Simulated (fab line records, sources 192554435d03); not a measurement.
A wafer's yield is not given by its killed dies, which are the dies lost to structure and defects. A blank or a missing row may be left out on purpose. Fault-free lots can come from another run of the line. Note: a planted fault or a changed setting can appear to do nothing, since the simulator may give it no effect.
Split-lot trial	flow n5_finfet	21 wafers read across 7 lots, on a route 1938 steps long

== THE SPLIT ==
At N5_MOL_CONTACT_COAG_ALD_27 (deposits SiOC, target thk 17 nm, pulse time 1.5 s, time 2720 s), the setting time_s was moved away from the recipe's 2720 s on 10 of the 21 wafers read, by -20.5% to -10.8%. The other wafers ran this setting at the recipe's value.

Reading taken at the split's own step.

== THE READING ==
SiOC_of_MOL_CONTACT_COAG_ALD_27.thk_nm (the simulator's own value, which no gauge read), in nm, at N5_MOL_CONTACT_COAG_ALD_27 (deposits SiOC, target thk 17 nm, pulse time 1.5 s, time 2720 s). There is no usual value for it anywhere in the file. Here, 11 wafers ran the recipe; their average is 17.0 nm with a standard deviation of 0.12 nm.

wafer	tool, chamber at the split	time_s as run, s	against the recipe	SiOC_of_MOL_CONTACT_COAG_ALD_27.thk_nm, nm	against lot-mates on the recipe
L080.1	ald_sin-04, 3	2314	-14.9%	14.6	-2.4
L080.2	ald_sin-04, 1	2720	recipe	17	-
L080.4	ald_sin-04, 2	2314	-14.9%	14.4	-2.6
L087.1	ald_sin-01, 2	2720	recipe	17	-
L087.5	ald_sin-01, 3	2720	recipe	16.8	-
L087.6	ald_sin-01, 0	2261	-16.9%	14	-2.9
L089.1	ald_sin-02, 0	2720	recipe	17	-
L089.3	ald_sin-02, 2,1	2427	-10.8%	15.2	-1.8
L089.4	ald_sin-02, 2,1	2427	-10.8%	15.2	-1.8
L091.1	ald_sin-04, 3,0	2720	recipe	17	-
L091.3	ald_sin-04, 3,0	2720	recipe	17	-
L091.5	ald_sin-04, 2	2384	-12.4%	15	-2.0
L092.3	ald_sin-04, 1,0	2720	recipe	17.2	-
L092.4	ald_sin-04, 1,0	2720	recipe	17.2	-
L092.5	ald_sin-04, 3	2720	recipe	17	-
L093.1	ald_sin-01, 0	2163	-20.5%	13.4	-3.4
L093.2	ald_sin-01, 3	2720	recipe	16.8	-
L093.5	ald_sin-01, 1	2163	-20.5%	13.6	-3.2
L095.2	ald_sin-02, 0,1	2268	-16.6%	14.2	-2.8
L095.3	ald_sin-02, 0,1	2268	-16.6%	14.2	-2.8
L095.6	ald_sin-02, 1	2720	recipe	17	-
Where a row lists several chambers, the file gives one row for several wafers and doesn't say which wafer went through which chamber.

THE FIT
A straight line over all 21 wafers: SiOC_of_MOL_CONTACT_COAG_ALD_27.thk_nm changes by +0.17 nm for each +1% of time_s; r = +1.00; the points scatter about the line by 0.11 nm.
The same after taking each lot's own level away (the mean of its wafers on the recipe; 21 wafers): +0.165 nm for each +1%; r = +1.00; scatter 0.08 nm.
That fit puts the effect of the largest move of time_s on the reading at 3.4 nm.
Measured against the standard deviation above, the lots' own levels, which go from 16.80 to 17.13 nm, span 2.8 times it.
The two slopes are in agreement: the lot-to-lot level therefore moves the slope only a little.
Check: -3.39 nm against its lot-mates is what the line predicts for one of the wafers moved furthest among these (-20.5%) when that wafer is left out of the fit. Against them it came out at -3.4 nm.

== THESE WAFERS: OTHER SPLITS ==
Note: prior to the reading, these wafers also went through further splits. Each is held against what the fit with the lots' levels taken away leaves over:
other split on the same wafers	wafers away from the commonest value	r with SiOC_of_MOL_CONTACT_COAG_ALD_27.thk_nm (lot level and that fit taken away)
N5_GATE_CUT_DESCUM_18 time_s	6	+0.07

== FILE'S OWN FIT ==
SiOC_of_MOL_CONTACT_COAG_ALD_27.thk_nm changes by +0.166 nm for each +1% of time_s, r = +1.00.
